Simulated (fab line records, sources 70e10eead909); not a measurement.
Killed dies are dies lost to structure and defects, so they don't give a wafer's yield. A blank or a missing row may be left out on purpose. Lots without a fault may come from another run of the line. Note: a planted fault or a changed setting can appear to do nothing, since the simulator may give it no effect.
Which tool is to blame? | flow nand harc | 36 wafers from 12 lots sampled at 5 of the route's 1302 steps

## WHAT THE GAUGES SHOWED, per wafer
NHARC_END_WLT_00.
lot  | measured     | on        | VT_DECK1_BOTTOM   | VT_DECK1_BOTTOM_INNER | VT_DECK1_MEDIAN_NEAR_BOTTOM | VT_DECK1_MEDIAN_NEAR_BOTTOM_INNER | VT_DECK1_MIDDLE   | VT_DECK1_MIDDLE_INNER | VT_DECK1_TOP      | VT_DECK1_TOP_INNER | VT_DECK2_BOTTOM   | VT_DECK2_BOTTOM_INNER | VT_DECK2_MEDIAN_NEAR_BOTTOM | VT_DECK2_MEDIAN_NEAR_BOTTOM_INNER | VT_DECK2_MIDDLE   | VT_DECK2_MIDDLE_INNER | VT_DECK2_TOP      | VT_DECK2_TOP_INNER
L951 | day 24 19:15 | prober-01 | 0.874 0.890 0.896 | 0.883 0.888 0.879     | 0.876 0.891 0.897           | 0.887 0.897 0.895                 | 0.889 0.898 0.895 | 0.902 0.897 0.888     | 0.910 0.911 0.901 | 0.906 0.913 0.900  | 0.883 0.874 0.884 | 0.873 0.862 0.866     | 0.872 0.875 0.886           | 0.874 0.873 0.878                 | 0.888 0.894 0.889 | 0.892 0.882 0.888     | 0.900 0.891 0.889 | 0.897 0.882 0.903
L952 | day 24 06:17 | prober-02 | 0.870 0.882 0.876 | 0.867 0.886 0.873     | 0.868 0.889 0.880           | 0.869 0.880 0.887                 | 0.887 0.893 0.904 | 0.891 0.897 0.894     | 0.902 0.914 0.907 | 0.902 0.904 0.907  | 0.872 0.874 0.877 | 0.870 0.876 0.880     | 0.867 0.884 0.879           | 0.867 0.882 0.887                 | 0.891 0.885 0.895 | 0.890 0.883 0.892     | 0.906 0.904 0.900 | 0.905 0.907 0.903
L953 | day 24 20:44 | prober-02 | 0.877 0.877 0.861 | 0.883 0.878 0.865     | 0.880 0.874 0.871           | 0.880 0.873 0.871                 | 0.887 0.882 0.879 | 0.893 0.891 0.887     | 0.903 0.896 0.889 | 0.898 0.894 0.894  | 0.879 0.878 0.875 | 0.873 0.878 0.873     | 0.884 0.879 0.894           | 0.866 0.882 0.887                 | 0.892 0.890 0.890 | 0.880 0.888 0.887     | 0.901 0.903 0.905 | 0.899 0.891 0.898
L954 | day 25 08:31 | prober-02 | 0.874 0.872 0.862 | 0.872 0.880 0.857     | 0.882 0.876 0.860           | 0.875 0.876 0.858                 | 0.884 0.888 0.890 | 0.882 0.891 0.883     | 0.898 0.889 0.907 | 0.896 0.899 0.894  | 0.876 0.865 0.873 | 0.875 0.871 0.872     | 0.871 0.874 0.869           | 0.878 0.864 0.869                 | 0.885 0.885 0.892 | 0.892 0.888 0.887     | 0.903 0.900 0.898 | 0.899 0.903 0.890
L955 | day 25 08:30 | prober-01 | 0.858 0.870 0.858 | 0.867 0.866 0.853     | 0.862 0.862 0.848           | 0.860 0.865 0.853                 | 0.872 0.875 0.872 | 0.875 0.870 0.876     | 0.887 0.893 0.888 | 0.885 0.886 0.888  | 0.868 0.856 0.872 | 0.868 0.865 0.872     | 0.868 0.866 0.874           | 0.867 0.868 0.872                 | 0.874 0.873 0.882 | 0.881 0.877 0.882     | 0.891 0.892 0.892 | 0.886 0.886 0.888
L957 | day 26 08:21 | prober-02 | 0.870 0.857 0.870 | 0.871 0.863 0.868     | 0.869 0.859 0.868           | 0.869 0.863 0.874                 | 0.881 0.875 0.875 | 0.874 0.865 0.874     | 0.889 0.892 0.893 | 0.894 0.888 0.891  | 0.854 0.851 0.860 | 0.859 0.857 0.857     | 0.860 0.860 0.862           | 0.860 0.857 0.862                 | 0.873 0.867 0.872 | 0.874 0.865 0.877     | 0.889 0.893 0.884 | 0.888 0.882 0.887
L958 | day 27 18:32 | prober-01 | 0.884 0.877 0.872 | 0.871 0.877 0.876     | 0.874 0.878 0.877           | 0.875 0.877 0.872                 | 0.888 0.890 0.888 | 0.894 0.885 0.892     | 0.895 0.905 0.911 | 0.905 0.901 0.907  | 0.853 0.877 0.862 | 0.865 0.872 0.866     | 0.869 0.874 0.871           | 0.866 0.870 0.867                 | 0.874 0.877 0.883 | 0.874 0.886 0.879     | 0.887 0.886 0.886 | 0.880 0.883 0.894
L959 | day 27 07:31 | prober-02 | 0.873 0.869 0.872 | 0.867 0.870 0.865     | 0.874 0.863 0.882           | 0.874 0.873 0.879                 | 0.886 0.885 0.893 | 0.884 0.889 0.884     | 0.899 0.910 0.901 | 0.902 0.901 0.908  | 0.875 0.872 0.867 | 0.867 0.869 0.865     | 0.864 0.875 0.869           | 0.870 0.874 0.880                 | 0.880 0.880 0.878 | 0.880 0.882 0.880     | 0.892 0.900 0.894 | 0.895 0.898 0.889
L969 | day 31 22:49 | prober-02 | 0.862 0.860 0.847 | 0.870 0.859 0.850     | 0.867 0.859 0.853           | 0.870 0.852 0.853                 | 0.878 0.886 0.860 | 0.881 0.871 0.871     | 0.888 0.884 0.886 | 0.886 0.886 0.879  | 0.877 0.873 0.879 | 0.880 0.878 0.868     | 0.876 0.879 0.879           | 0.880 0.877 0.878                 | 0.897 0.888 0.897 | 0.888 0.882 0.881     | 0.902 0.898 0.902 | 0.905 0.909 0.897
L972 | day 33 10:16 | prober-02 | 0.874 0.867 0.866 | 0.879 0.858 0.856     | 0.861 0.866 0.879           | 0.868 0.865 0.864                 | 0.882 0.876 0.874 | 0.877 0.886 0.878     | 0.891 0.896 0.886 | 0.886 0.884 0.893  | 0.870 0.863 0.881 | 0.879 0.865 0.870     | 0.858 0.859 0.885           | 0.871 0.868 0.870                 | 0.882 0.882 0.885 | 0.875 0.887 0.887     | 0.890 0.892 0.893 | 0.900 0.887 0.892
L973 | day 33 09:47 | prober-01 | 0.885 0.883 0.877 | 0.883 0.878 0.869     | 0.878 0.878 0.877           | 0.885 0.879 0.875                 | 0.886 0.887 0.891 | 0.892 0.890 0.891     | 0.893 0.898 0.895 | 0.899 0.900 0.899  | 0.854 0.871 0.861 | 0.858 0.863 0.868     | 0.861 0.865 0.858           | 0.853 0.866 0.864                 | 0.870 0.875 0.884 | 0.862 0.873 0.876     | 0.876 0.874 0.877 | 0.889 0.885 0.881
L974 | day 34 03:34 | prober-02 | 0.880 0.868 0.880 | 0.877 0.878 0.880     | 0.881 0.868 0.878           | 0.871 0.871 0.882                 | 0.893 0.889 0.894 | 0.886 0.881 0.889     | 0.899 0.904 0.903 | 0.906 0.900 0.906  | 0.866 0.856 0.852 | 0.868 0.866 0.853     | 0.868 0.866 0.855           | 0.864 0.855 0.856                 | 0.875 0.876 0.870 | 0.876 0.882 0.868     | 0.891 0.891 0.876 | 0.890 0.890 0.885

NHARC_END_SORT_01.
lot  | measured     | on        | killed at array | killed at other | killed at periphery | killed dies | killed open | killed short
L958 | day 27 21:34 | prober-01 | 104 128 104     | 0 0 0           | 0 1 1               | 104 129 105 | 1 3 4       | 2 1 0
L959 | day 27 10:31 | prober-02 | 122 150 110     | 0 0 0           | 3 3 4               | 125 153 114 | 3 2 5       | 2 1 2
L974 | day 34 06:50 | prober-02 | 45 50 53        | 3 1 1           | 12 7 5              | 60 58 59    | 4 3 3       | 7 2 0

## WHICH TOOL RAN EACH LOT (tool, then ch and the chambers of the sampled wafers, then the start)
lot  | NHARC_A_DECK1_JOINT_DEP_06   | NHARC_THIN_TSV_PVD_51                   | NHARC_THIN_TSV_CMP_21
L951 | fcvd-02 ch 0,1, day 11 17:56 | pvd sputter-03, day 24 10:44 or earlier | cmp-03 ch 2,3, day 24 10:44
L952 | fcvd-01 ch 0, day 11 17:58   | pvd sputter-03, day 23 20:50 or earlier | cmp-04 ch 0,2,3, day 23 20:50
L953 | fcvd-01 ch 0,1, day 12 09:55 | pvd sputter-01, day 24 09:55 or earlier | cmp-03 ch 0,1,2, day 24 09:55
L954 | fcvd-02 ch 0,1, day 13 01:10 | pvd sputter-03, day 25 02:18 or earlier | cmp-03 ch 1,2, day 25 02:18
L955 | fcvd-02 ch 1, day 13 09:46   | pvd sputter-03, day 25 00:48 or earlier | cmp-02 ch 0,1,2, day 25 00:48
L957 | fcvd-02 ch 0,1, day 14 02:35 | pvd sputter-01, day 26 00:20 or earlier | cmp-02 ch 0,3, day 26 00:20
L958 | fcvd-02 ch 0, day 15 00:55   | pvd sputter-02, day 27 08:56 or earlier | cmp-04 ch 1,2, day 27 08:56
L959 | fcvd-02 ch 0,1, day 15 01:13 | pvd sputter-01, day 26 23:44 or earlier | cmp-04 ch 0,1, day 26 23:44
L969 | fcvd-02 ch 0,1, day 18 23:23 | pvd sputter-02, day 31 10:43 or earlier | cmp-03 ch 0,1,3, day 31 10:43
L972 | fcvd-02 ch 0,1, day 20 17:24 | pvd sputter-02, day 33 01:20 or earlier | cmp-02 ch 2,3, day 33 01:20
L973 | fcvd-02 ch 0, day 21 03:44   | pvd sputter-02, day 33 00:11 or earlier | cmp-04 ch 1,2, day 33 00:11
L974 | fcvd-02 ch 1, day 21 03:58   | pvd sputter-03, day 33 19:29 or earlier | cmp-03 ch 1,3, day 33 19:29
- NHARC_A_DECK1_JOINT_DEP_06: deposits SiOx, target thk 80 nm.
- NHARC_THIN_TSV_PVD_51: deposits Cu, target thk 100 nm.
- NHARC_THIN_TSV_CMP_21: polishes, t overpolish 30 s, target thk 2000 nm.

## AS READ BY THE TOOLS THEMSELVES (means over the sampled wafers that have a number; for cases with no such wafer, the mark the record gives instead)
NHARC_THIN_TSV_PVD_51.
lot  | tool           | throttle valve pct (%)
L951 | pvd sputter-03 | 31.3
L952 | pvd sputter-03 | 31.2
L953 | pvd sputter-01 | 29.7
L954 | pvd sputter-03 | 30.9
L955 | pvd sputter-03 | 30.2
L957 | pvd sputter-01 | 28.8
L958 | pvd sputter-02 | 29.7
L959 | pvd sputter-01 | 29.6
L969 | pvd sputter-02 | 29.1
L972 | pvd sputter-02 | 28.3
L973 | pvd sputter-02 | 30.3
L974 | pvd sputter-03 | 28.9

NHARC_THIN_TSV_CMP_21.
lot  | tool   | motor current A (A) | overpolish run s (s)
L951 | cmp-03 | 11.8                | 29.998
L952 | cmp-04 | 12.8                | 30.004
L953 | cmp-03 | 11.1                | 30.008
L954 | cmp-03 | 11.9                | 29.999
L955 | cmp-02 | 11.8                | 30.009
L957 | cmp-02 | 12.4                | 30.007
L958 | cmp-04 | 11.2                | 30.003
L959 | cmp-04 | 11.9                | 29.997
L969 | cmp-03 | 11.8                | 30.005
L972 | cmp-02 | 12.0                | 30.005
L973 | cmp-04 | 11.0                | 29.996
L974 | cmp-03 | 12.2                | 29.993

## THE ANSWER, worked out from the rows above alone
Rule: usual is defined by the lots themselves. Put in order of their means at a reading, lots are off if they are a third of the lots or fewer, leave a main group of 4 or more, and stand apart from it by a gap of 3 or more times the standard deviation of the main group's means; of several such gaps the widest counts. The tables above print the reading to a certain number of digits; a main group whose means all agree to those digits is not used. Also off: a lot with no number at a reading for which 4 or more lots have one. Where the step has rows for the other lots, those lots are counted as sound. The gauges are gone through in route order, then the tools' own readings, and for those a lot's mean is taken as printed above. At the first step where some lot is off, the reading lying furthest off is the one used; lots without a number count as furthest.
No lot is off on any of the readings shown, so nothing can be concluded from this.

## WHAT WAS PUT IN BY THE SIMULATOR
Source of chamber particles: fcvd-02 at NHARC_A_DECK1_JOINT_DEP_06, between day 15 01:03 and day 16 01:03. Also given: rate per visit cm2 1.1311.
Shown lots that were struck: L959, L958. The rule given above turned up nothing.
